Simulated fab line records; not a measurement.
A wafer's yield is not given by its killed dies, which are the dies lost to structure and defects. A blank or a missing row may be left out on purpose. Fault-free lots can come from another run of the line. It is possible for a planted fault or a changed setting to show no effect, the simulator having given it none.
Chamber matching / flow n5Finfet / N5_BEOL_M12_DESCUM_33 on rieDiel-01: 4 sister chambers
The step chemistry O2, time 7.9 s. 4 wafers are shown with their chamber, then 8 later ones without.

== WAFERS PAIRED WITH THEIR CHAMBERS ==
wafer=L082.2; chamber=3; showerheadPlenumPTorr (Torr)=2.03
wafer=L082.4; chamber=0; showerheadPlenumPTorr (Torr)=2.20
wafer=L088.5; chamber=1; showerheadPlenumPTorr (Torr)=2.13
wafer=L090.2; chamber=2; showerheadPlenumPTorr (Torr)=2.21

== WAFERS WITHOUT THEIR CHAMBER ==
wafer=L090.3; showerheadPlenumPTorr (Torr)=2.19
wafer=L090.4; showerheadPlenumPTorr (Torr)=2.03
wafer=L097.1; showerheadPlenumPTorr (Torr)=2.18
wafer=L097.3; showerheadPlenumPTorr (Torr)=2.02
wafer=L097.6; showerheadPlenumPTorr (Torr)=2.20
wafer=L096.4; showerheadPlenumPTorr (Torr)=2.18
wafer=L096.5; showerheadPlenumPTorr (Torr)=2.18
wafer=L096.6; showerheadPlenumPTorr (Torr)=2.02

== CHAMBER TAKEN BY EACH ==
wafer=L090.3; from the rows above=can't be placed: 0 or 2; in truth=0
wafer=L090.4; from the rows above=3; in truth=3
wafer=L097.1; from the rows above=can't be placed: 0 or 2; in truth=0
wafer=L097.3; from the rows above=3; in truth=3
wafer=L097.6; from the rows above=can't be placed: 0 or 2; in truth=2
wafer=L096.4; from the rows above=can't be placed: 0 or 2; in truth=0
wafer=L096.5; from the rows above=can't be placed: 0 or 2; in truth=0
wafer=L096.6; from the rows above=3; in truth=3
Placed correctly: 3 of 8. Cannot be placed on the basis of these rows: 5; the candidates contain the true chamber in 5. 0 placed wrongly.
How it was worked out, from the rows above alone: a wafer's distance from a chamber is the root of the sum, over the readings, of the square of ((its reading less the chamber's mean) divided by the reading's scatter). The wafer belongs to the nearest chamber; if the next one is less than 2 further off, it can't be placed. Each chamber's mean is taken over the wafers shown for it. The scatter (one wafer shown for each chamber): square how far every hidden wafer sits from the nearest shown wafer, average those squares and take the square root.
